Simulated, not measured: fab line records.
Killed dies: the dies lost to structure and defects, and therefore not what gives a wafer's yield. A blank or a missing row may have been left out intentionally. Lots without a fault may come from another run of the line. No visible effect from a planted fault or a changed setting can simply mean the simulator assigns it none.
Which tool did it? / flow n5-finfet / 12 lots, 33 wafers sampled, at 5 steps of a route of 1938

## WHAT EACH GAUGE READ, for each wafer
The record holds no reading of a measuring or inspecting step that can be judged against a usual standard deviation.

## WHAT TOOL EACH LOT RAN ON (gives the tool, then ch and the chambers of the sampled wafers, and finally the start)
lot=L919; N5_BEOL_M12_SPUTTER_43=pvd-sputter-01, day 11 18:34; N5_BEOL_M12_SPUTTER_45=pvd-sputter-01, day 11 18:44; N5_BEOL_M12_CMP_49=cmp-04 ch 0,2,3, day 11 19:22; N5_BEOL_M13_EXPOSE_07=krf-scanner-01 ch 0, day 11 20:04; N5_PASSIVATION_PROBE_49=prober-01, day 13 03:53
lot=L918; N5_BEOL_M12_SPUTTER_43=pvd-sputter-02, day 12 02:14; N5_BEOL_M12_SPUTTER_45=pvd-sputter-02, day 12 02:23; N5_BEOL_M12_CMP_49=cmp-02 ch 1,2, day 12 02:57; N5_BEOL_M13_EXPOSE_07=krf-scanner-01 ch 0, day 12 03:44; N5_PASSIVATION_PROBE_49=prober-02, day 13 10:52
lot=L920; N5_BEOL_M12_SPUTTER_43=pvd-sputter-03, day 12 06:38; N5_BEOL_M12_SPUTTER_45=pvd-sputter-03, day 12 06:47; N5_BEOL_M12_CMP_49=cmp-01 ch 0,1,2, day 12 07:21; N5_BEOL_M13_EXPOSE_07=krf-scanner-02 ch 0, day 12 08:14; N5_PASSIVATION_PROBE_49=-
lot=L923; N5_BEOL_M12_SPUTTER_43=pvd-sputter-02, day 12 23:31; N5_BEOL_M12_SPUTTER_45=pvd-sputter-02, day 12 23:40; N5_BEOL_M12_CMP_49=cmp-01 ch 0,1,2, day 13 00:43; N5_BEOL_M13_EXPOSE_07=krf-scanner-02 ch 0, day 13 01:27; N5_PASSIVATION_PROBE_49=prober-02, day 14 13:35
lot=L925; N5_BEOL_M12_SPUTTER_43=pvd-sputter-03, day 13 15:10; N5_BEOL_M12_SPUTTER_45=pvd-sputter-03, day 13 15:19; N5_BEOL_M12_CMP_49=cmp-01 ch 1,3, day 13 15:56; N5_BEOL_M13_EXPOSE_07=krf-scanner-01 ch 0, day 13 16:41; N5_PASSIVATION_PROBE_49=prober-02, day 15 01:03
lot=L927; N5_BEOL_M12_SPUTTER_43=pvd-sputter-02, day 14 07:21; N5_BEOL_M12_SPUTTER_45=pvd-sputter-02, day 14 07:31; N5_BEOL_M12_CMP_49=cmp-01 ch 2,3, day 14 08:11; N5_BEOL_M13_EXPOSE_07=krf-scanner-01 ch 0, day 14 08:51; N5_PASSIVATION_PROBE_49=-
lot=L931; N5_BEOL_M12_SPUTTER_43=pvd-sputter-01, day 14 19:41; N5_BEOL_M12_SPUTTER_45=pvd-sputter-01, day 14 19:52; N5_BEOL_M12_CMP_49=cmp-01 ch 0,1, day 14 20:38; N5_BEOL_M13_EXPOSE_07=krf-scanner-01 ch 0, day 14 21:20; N5_PASSIVATION_PROBE_49=prober-02, day 16 10:22
lot=L933; N5_BEOL_M12_SPUTTER_43=pvd-sputter-03, day 14 20:13; N5_BEOL_M12_SPUTTER_45=pvd-sputter-03, day 14 20:22; N5_BEOL_M12_CMP_49=cmp-01 ch 0,1, day 14 21:13; N5_BEOL_M13_EXPOSE_07=krf-scanner-01 ch 0, day 14 21:58; N5_PASSIVATION_PROBE_49=prober-01, day 16 11:05
lot=L932; N5_BEOL_M12_SPUTTER_43=pvd-sputter-03, day 14 23:28; N5_BEOL_M12_SPUTTER_45=pvd-sputter-03, day 14 23:37; N5_BEOL_M12_CMP_49=cmp-02 ch 2, day 15 00:13; N5_BEOL_M13_EXPOSE_07=krf-scanner-01 ch 0, day 15 01:04; N5_PASSIVATION_PROBE_49=prober-01, day 16 13:56
lot=L936; N5_BEOL_M12_SPUTTER_43=pvd-sputter-03, day 15 18:14; N5_BEOL_M12_SPUTTER_45=pvd-sputter-03, day 15 18:23; N5_BEOL_M12_CMP_49=cmp-01 ch 1,2, day 15 18:58; N5_BEOL_M13_EXPOSE_07=krf-scanner-02 ch 0, day 15 19:52; N5_PASSIVATION_PROBE_49=prober-02, day 17 06:45
lot=L938; N5_BEOL_M12_SPUTTER_43=pvd-sputter-03, day 16 10:58; N5_BEOL_M12_SPUTTER_45=pvd-sputter-03, day 16 11:07; N5_BEOL_M12_CMP_49=cmp-04 ch 1,2, day 16 11:47; N5_BEOL_M13_EXPOSE_07=krf-scanner-02 ch 0, day 16 12:31; N5_PASSIVATION_PROBE_49=-
lot=L937; N5_BEOL_M12_SPUTTER_43=pvd-sputter-02, day 16 11:50; N5_BEOL_M12_SPUTTER_45=pvd-sputter-02, day 16 11:59; N5_BEOL_M12_CMP_49=cmp-04 ch 0,2,3, day 16 12:39; N5_BEOL_M13_EXPOSE_07=krf-scanner-02 ch 0, day 16 13:25; N5_PASSIVATION_PROBE_49=prober-01, day 18 00:24
- N5_BEOL_M12_SPUTTER_43: material TaN, target thk 15 nm, time 24.19 s.
- N5_BEOL_M12_SPUTTER_45: material Cu, target thk 80 nm, time 13.33 s.
- N5_BEOL_M12_CMP_49: polishes, stops on SiOC, t overpolish 20.6 s, target thk 320 nm.
- N5_BEOL_M13_EXPOSE_07: exposes mask V12.
- N5_PASSIVATION_PROBE_49

## WHAT THE TOOLS THEMSELVES READ (means of the sampled wafers that have a number; where no wafer has one, the mark that the record gives instead)
N5_BEOL_M12_SPUTTER_43. Usual: throttle-valve-pct 29.9 %, standard deviation 1.3.
lot=L919; tool=pvd-sputter-01; throttle-valve-pct (%)=30.3; flag=
lot=L918; tool=pvd-sputter-02; throttle-valve-pct (%)=31.3; flag=
lot=L920; tool=pvd-sputter-03; throttle-valve-pct (%)=29.4; flag=
lot=L923; tool=pvd-sputter-02; throttle-valve-pct (%)=30.6; flag=
lot=L925; tool=pvd-sputter-03; throttle-valve-pct (%)=29.5; flag=
lot=L927; tool=pvd-sputter-02; throttle-valve-pct (%)=29.9; flag=
lot=L931; tool=pvd-sputter-01; throttle-valve-pct (%)=30.1; flag=
lot=L933; tool=pvd-sputter-03; throttle-valve-pct (%)=30.3; flag=
lot=L932; tool=pvd-sputter-03; throttle-valve-pct (%)=30.2; flag=
lot=L936; tool=pvd-sputter-03; throttle-valve-pct (%)=29.6; flag=
lot=L938; tool=pvd-sputter-03; throttle-valve-pct (%)=29.2; flag=
lot=L937; tool=pvd-sputter-02; throttle-valve-pct (%)=30.4; flag=

N5_BEOL_M12_SPUTTER_45. Usual: chuck-sensor-temp-C -16.3 C, standard deviation 0.47; throttle-valve-pct 29.9 %, standard deviation 1.3.
lot=L919; tool=pvd-sputter-01; chuck-sensor-temp-C (C)=-16.4; throttle-valve-pct (%)=30.3; flag=
lot=L918; tool=pvd-sputter-02; chuck-sensor-temp-C (C)=-16.6; throttle-valve-pct (%)=31.1; flag=
lot=L920; tool=pvd-sputter-03; chuck-sensor-temp-C (C)=-16.7; throttle-valve-pct (%)=29.4; flag=
lot=L923; tool=pvd-sputter-02; chuck-sensor-temp-C (C)=-16.5; throttle-valve-pct (%)=30.7; flag=
lot=L925; tool=pvd-sputter-03; chuck-sensor-temp-C (C)=-16.3; throttle-valve-pct (%)=29.5; flag=
lot=L927; tool=pvd-sputter-02; chuck-sensor-temp-C (C)=-16.3; throttle-valve-pct (%)=30.0; flag=
lot=L931; tool=pvd-sputter-01; chuck-sensor-temp-C (C)=-16.2; throttle-valve-pct (%)=29.9; flag=
lot=L933; tool=pvd-sputter-03; chuck-sensor-temp-C (C)=-16.1; throttle-valve-pct (%)=30.1; flag=
lot=L932; tool=pvd-sputter-03; chuck-sensor-temp-C (C)=-16.8; throttle-valve-pct (%)=30.0; flag=
lot=L936; tool=pvd-sputter-03; chuck-sensor-temp-C (C)=-16.3; throttle-valve-pct (%)=29.6; flag=
lot=L938; tool=pvd-sputter-03; chuck-sensor-temp-C (C)=-16.6; throttle-valve-pct (%)=28.9; flag=
lot=L937; tool=pvd-sputter-02; chuck-sensor-temp-C (C)=-16.3; throttle-valve-pct (%)=30.2; flag=

N5_BEOL_M12_CMP_49. Usual: barrier-field-endpoint-s 30.3 s, standard deviation 0.89; clearing-platen-rpm 50.000 rpm, standard deviation 0.027; edge-zone-pressure-frac 1.001, standard deviation 0.005; motor-current-A 6.3 A, standard deviation 0.65; overpolish-run-s 20.600 s, standard deviation 0.0092.
lot=L919; tool=cmp-04; barrier-field-endpoint-s (s)=29.4; clearing-platen-rpm (rpm)=50.022; edge-zone-pressure-frac=0.996; motor-current-A (A)=6.6; overpolish-run-s (s)=20.603; flag=
lot=L918; tool=cmp-02; barrier-field-endpoint-s (s)=31.8; clearing-platen-rpm (rpm)=49.992; edge-zone-pressure-frac=1.004; motor-current-A (A)=6.8; overpolish-run-s (s)=20.595; flag=
lot=L920; tool=cmp-01; barrier-field-endpoint-s (s)=30.4; clearing-platen-rpm (rpm)=49.988; edge-zone-pressure-frac=1.001; motor-current-A (A)=6.0; overpolish-run-s (s)=20.598; flag=
lot=L923; tool=cmp-01; barrier-field-endpoint-s (s)=30.5; clearing-platen-rpm (rpm)=49.986; edge-zone-pressure-frac=0.996; motor-current-A (A)=5.8; overpolish-run-s (s)=20.590; flag=
lot=L925; tool=cmp-01; barrier-field-endpoint-s (s)=29.3; clearing-platen-rpm (rpm)=50.011; edge-zone-pressure-frac=1.003; motor-current-A (A)=5.9; overpolish-run-s (s)=20.605; flag=
lot=L927; tool=cmp-01; barrier-field-endpoint-s (s)=30.6; clearing-platen-rpm (rpm)=50.010; edge-zone-pressure-frac=1.003; motor-current-A (A)=6.2; overpolish-run-s (s)=20.590; flag=
lot=L931; tool=cmp-01; barrier-field-endpoint-s (s)=31.1; clearing-platen-rpm (rpm)=49.981; edge-zone-pressure-frac=1.001; motor-current-A (A)=6.0; overpolish-run-s (s)=20.602; flag=
lot=L933; tool=cmp-01; barrier-field-endpoint-s (s)=31.0; clearing-platen-rpm (rpm)=49.985; edge-zone-pressure-frac=0.997; motor-current-A (A)=5.8; overpolish-run-s (s)=20.597; flag=
lot=L932; tool=cmp-02; barrier-field-endpoint-s (s)=31.8; clearing-platen-rpm (rpm)=49.998; edge-zone-pressure-frac=0.992; motor-current-A (A)=6.8; overpolish-run-s (s)=20.615; flag=
lot=L936; tool=cmp-01; barrier-field-endpoint-s (s)=30.6; clearing-platen-rpm (rpm)=49.991; edge-zone-pressure-frac=1.003; motor-current-A (A)=6.0; overpolish-run-s (s)=20.607; flag=
lot=L938; tool=cmp-04; barrier-field-endpoint-s (s)=29.6; clearing-platen-rpm (rpm)=49.988; edge-zone-pressure-frac=0.996; motor-current-A (A)=6.6; overpolish-run-s (s)=20.605; flag=
lot=L937; tool=cmp-04; barrier-field-endpoint-s (s)=29.4; clearing-platen-rpm (rpm)=50.002; edge-zone-pressure-frac=1.000; motor-current-A (A)=6.6; overpolish-run-s (s)=20.601; flag=

N5_BEOL_M13_EXPOSE_07. Usual: exposure-dose-mJ-cm2 24.792, standard deviation 0.026.
lot=L919 tool=krf-scanner-01 exposure-dose-mJ-cm2=24.794 flag=
lot=L918 tool=krf-scanner-01 exposure-dose-mJ-cm2=24.782 flag=
lot=L920 tool=krf-scanner-02 exposure-dose-mJ-cm2=24.794 flag=
lot=L923 tool=krf-scanner-02 exposure-dose-mJ-cm2=24.816 flag=
lot=L925 tool=krf-scanner-01 exposure-dose-mJ-cm2=24.763 flag=
lot=L927 tool=krf-scanner-01 exposure-dose-mJ-cm2=24.788 flag=
lot=L931 tool=krf-scanner-01 exposure-dose-mJ-cm2=26.378 flag=OFF
lot=L933 tool=krf-scanner-01 exposure-dose-mJ-cm2=26.050 flag=OFF
lot=L932 tool=krf-scanner-01 exposure-dose-mJ-cm2=25.776 flag=OFF
lot=L936 tool=krf-scanner-02 exposure-dose-mJ-cm2=24.799 flag=
lot=L938 tool=krf-scanner-02 exposure-dose-mJ-cm2=24.794 flag=
lot=L937 tool=krf-scanner-02 exposure-dose-mJ-cm2=24.804 flag=

N5_PASSIVATION_PROBE_49. Usual: defect-limited-yield 91.4 %, standard deviation 1.6; killed_at_M0_to_M3 35, standard deviation 10; killed_at_M4_up 12, standard deviation 4.7; killed-at-contacts 12, standard deviation 5.8; killed-at-front-end 38, standard deviation 12; killed-at-other 4, standard deviation 3.2; killed-dies 102, standard deviation 18; killed-open 68, standard deviation 14; killed-short 32, standard deviation 8; sort_bin_5_function 5.1 %, standard deviation 0.96; sort_bin_6_memory 3.2 %, standard deviation 0.77; sort_bin_8_speed 0.1 %, standard deviation 0.39; sort-n-pass 1078, standard deviation 20; sort-yield-pct 91.3 %, standard deviation 1.7.
lot=L919; tool=prober-01; defect-limited-yield (%)=88.8; killed_at_M0_to_M3=39; killed_at_M4_up=19; killed-at-contacts=14; killed-at-front-end=58; killed-at-other=2; killed-dies=132; killed-open=86; killed-short=46; sort_bin_5_function (%)=6.1; sort_bin_6_memory (%)=4.5; sort_bin_8_speed (%)=0.0; sort-n-pass=1048; sort-yield-pct (%)=88.8; flag=
lot=L918; tool=prober-02; defect-limited-yield (%)=91.2; killed_at_M0_to_M3=34; killed_at_M4_up=16; killed-at-contacts=11; killed-at-front-end=35; killed-at-other=6; killed-dies=103; killed-open=64; killed-short=36; sort_bin_5_function (%)=5.4; sort_bin_6_memory (%)=3.1; sort_bin_8_speed (%)=0.1; sort-n-pass=1076; sort-yield-pct (%)=91.2; flag=
lot=L923; tool=prober-02; defect-limited-yield (%)=92.0; killed_at_M0_to_M3=37; killed_at_M4_up=12; killed-at-contacts=6; killed-at-front-end=36; killed-at-other=3; killed-dies=94; killed-open=62; killed-short=29; sort_bin_5_function (%)=4.5; sort_bin_6_memory (%)=3.1; sort_bin_8_speed (%)=0.0; sort-n-pass=1086; sort-yield-pct (%)=92.0; flag=
lot=L925; tool=prober-02; defect-limited-yield (%)=92.0; killed_at_M0_to_M3=36; killed_at_M4_up=13; killed-at-contacts=7; killed-at-front-end=35; killed-at-other=3; killed-dies=94; killed-open=58; killed-short=34; sort_bin_5_function (%)=4.6; sort_bin_6_memory (%)=3.0; sort_bin_8_speed (%)=0.0; sort-n-pass=1086; sort-yield-pct (%)=92.0; flag=
lot=L931; tool=prober-02; defect-limited-yield (%)=90.5; killed_at_M0_to_M3=35; killed_at_M4_up=13; killed-at-contacts=12; killed-at-front-end=50; killed-at-other=2; killed-dies=112; killed-open=72; killed-short=39; sort_bin_5_function (%)=5.8; sort_bin_6_memory (%)=3.4; sort_bin_8_speed (%)=0.0; sort-n-pass=1068; sort-yield-pct (%)=90.5; flag=
lot=L933; tool=prober-01; defect-limited-yield (%)=91.5; killed_at_M0_to_M3=30; killed_at_M4_up=15; killed-at-contacts=22; killed-at-front-end=29; killed-at-other=5; killed-dies=100; killed-open=74; killed-short=25; sort_bin_5_function (%)=5.4; sort_bin_6_memory (%)=2.9; sort_bin_8_speed (%)=0.0; sort-n-pass=1080; sort-yield-pct (%)=91.5; flag=
lot=L932; tool=prober-01; defect-limited-yield (%)=89.5; killed_at_M0_to_M3=46; killed_at_M4_up=8; killed-at-contacts=8; killed-at-front-end=60; killed-at-other=2; killed-dies=124; killed-open=86; killed-short=38; sort_bin_5_function (%)=5.8; sort_bin_6_memory (%)=4.6; sort_bin_8_speed (%)=0.0; sort-n-pass=1056; sort-yield-pct (%)=89.5; flag=
lot=L936; tool=prober-02; defect-limited-yield (%)=90.0; killed_at_M0_to_M3=48; killed_at_M4_up=11; killed-at-contacts=17; killed-at-front-end=37; killed-at-other=4; killed-dies=118; killed-open=74; killed-short=43; sort_bin_5_function (%)=5.7; sort_bin_6_memory (%)=3.8; sort_bin_8_speed (%)=0.0; sort-n-pass=1062; sort-yield-pct (%)=90.0; flag=
lot=L937; tool=prober-01; defect-limited-yield (%)=93.8; killed_at_M0_to_M3=18; killed_at_M4_up=11; killed-at-contacts=11; killed-at-front-end=30; killed-at-other=4; killed-dies=74; killed-open=45; killed-short=27; sort_bin_5_function (%)=3.5; sort_bin_6_memory (%)=2.4; sort_bin_8_speed (%)=0.0; sort-n-pass=1106; sort-yield-pct (%)=93.8; flag=

## THE ANSWER, worked out from the rows above alone
Rule: a lot is off if the mean of its wafers that have a number lies more than 3 standard deviations from the usual mean. Also off: a lot with no number at a reading for which 4 or more lots have one. Where the step has rows for the other lots, those lots are counted as sound. The gauges are gone through in route order, then the tools' own readings, and for those a lot's mean is taken as printed above. At the first step where some lot is off, the reading lying furthest off is the one used; lots without a number count as furthest.
Off, at N5_BEOL_M13_EXPOSE_07 on exposure-dose-mJ-cm2: L931, L933, L932.
A tool fits if, at that step or a process step before it, it ran every lot that is off, and no sound lot after the first of them. One fits: krf-scanner-01 at N5_BEOL_M13_EXPOSE_07. Its last sound lot is L927 (day 14 08:51), its first lot that is off L931 (day 14 21:20): a fault that began between those two fits.
On the lots that are off, the tool's own readings at N5_BEOL_M13_EXPOSE_07 differ by more than 5 times the standard deviation of the sound lots' means, which bears it out; exposure-dose-mJ-cm2 reads 26.068 there versus 24.793 on the sound lots.

## WHAT WAS PUT IN BY THE SIMULATOR
Process parameters drifting: krf-scanner-01 at N5_BEOL_M13_EXPOSE_07, beginning at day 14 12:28. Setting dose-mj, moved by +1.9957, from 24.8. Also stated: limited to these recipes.
Struck lots among those shown: L931, L933, L932. The same result came from the rule above.
